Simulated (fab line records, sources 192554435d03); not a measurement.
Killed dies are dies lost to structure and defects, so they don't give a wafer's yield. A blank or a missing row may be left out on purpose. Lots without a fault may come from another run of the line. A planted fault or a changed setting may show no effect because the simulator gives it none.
Which tool did it? | flow n5_finfet | 8 lots, 24 wafers sampled, at 5 steps of a route of 1938

WHAT THE GAUGES READ, wafer by wafer
N5_BEOL_M4_RC_MEAS_101.
lot  | measured     | on        | DIBL_N (mV/V)
L893 | day 9 10:55  | prober-02 | 37.2 37.2 39.4
L894 | day 9 09:05  | prober-02 | 34.3 35.1 36.7
L895 | day 10 10:31 | prober-02 | 39.2 37.6 38.4
L896 | day 10 17:10 | prober-01 | 36.8 36.2 35.3
L899 | day 12 19:20 | prober-01 | 34.9 36.6 34.6
L905 | day 14 05:10 | prober-01 | 36.7 36.8 35.3
L910 | day 15 15:37 | prober-01 | 37.1 37.7 36.9
L912 | day 15 15:25 | prober-02 | 36.2 36.1 35.8

WHICH TOOL RAN EACH LOT (tool, then ch and the chambers of the sampled wafers, then the start)
lot  | N5_WELL_APT_DESCUM_30             | N5_WELL_APT_RTA_34              | N5_PMOS_HMC_CHANNEL_EPI_ETCH_32   | N5_PMOS_HMC_CHANNEL_EPI_ETCH_38
L893 | rie_diel-04 ch 0,2, day 2 15:55   | rtp_anneal-01 ch 0, day 2 16:52 | rie_diel-06 ch 1,2, day 2 18:30   | rie_si-01 ch 1,2,3, day 2 19:07
L894 | rie_diel-05 ch 1,2,3, day 2 21:23 | rtp_anneal-01 ch 0, day 2 22:19 | rie_diel-03 ch 1,3, day 3 00:14   | rie_si-06 ch 0,2, day 3 00:38
L895 | rie_diel-05 ch 1,2,3, day 3 03:08 | rtp_anneal-01 ch 0, day 3 03:53 | rie_diel-06 ch 0,2, day 3 05:26   | rie_si-01 ch 0,3, day 3 05:51
L896 | rie_diel-01 ch 1,2, day 3 09:28   | rtp_anneal-02 ch 0, day 3 10:14 | rie_diel-03 ch 1,2, day 3 12:17   | rie_si-06 ch 0,2,3, day 3 12:41
L899 | rie_diel-04 ch 0,3, day 4 03:20   | rtp_anneal-01 ch 0, day 4 04:09 | rie_diel-02 ch 0,2, day 4 05:56   | rie_si-01 ch 0,2,3, day 4 06:20
L905 | rie_diel-04 ch 1,2, day 5 15:44   | rtp_anneal-02 ch 0, day 5 16:32 | rie_diel-06 ch 1,3, day 5 17:58   | rie_si-01 ch 0,1,2, day 5 18:23
L910 | rie_diel-04 ch 1,2,3, day 6 22:14 | rtp_anneal-01 ch 0, day 6 23:03 | rie_diel-03 ch 0,3, day 7 00:26   | rie_si-06 ch 0,1,2, day 7 00:51
L912 | rie_diel-04 ch 1,2, day 7 09:44   | rtp_anneal-01 ch 0, day 7 10:31 | rie_diel-02 ch 0,1,2, day 7 11:58 | rie_si-01 ch 0,2, day 7 12:22
- N5_WELL_APT_DESCUM_30: chemistry O2, time 7.9 s.
- N5_WELL_APT_RTA_34: time 10 s.
- N5_PMOS_HMC_CHANNEL_EPI_ETCH_32: etches BARC in N2/H2, stops on SiO2, target depth 85.8 nm, time 50.3 s.
- N5_PMOS_HMC_CHANNEL_EPI_ETCH_38: etches SiO2 in CF4, target depth 1.5 nm.

THE ANSWER, worked out from the rows above alone
Rule: what is usual is taken from the lots themselves. Put in order of their means at a reading, lots are off if they are a third of the lots or fewer, leave a main group of 4 or more, and stand apart from it by a gap of 3 or more times the standard deviation of the main group's means; of several such gaps the widest counts. A main group whose means are all the same, to the digits that the tables above print for the reading, isn't used. A lot without any number at a reading at which 4 lots or more have one is off too. The other lots that the step has rows for count as sound.
No lot is off at any reading shown: from this, nothing can be told.

WHAT THE SIMULATOR HAD PUT IN
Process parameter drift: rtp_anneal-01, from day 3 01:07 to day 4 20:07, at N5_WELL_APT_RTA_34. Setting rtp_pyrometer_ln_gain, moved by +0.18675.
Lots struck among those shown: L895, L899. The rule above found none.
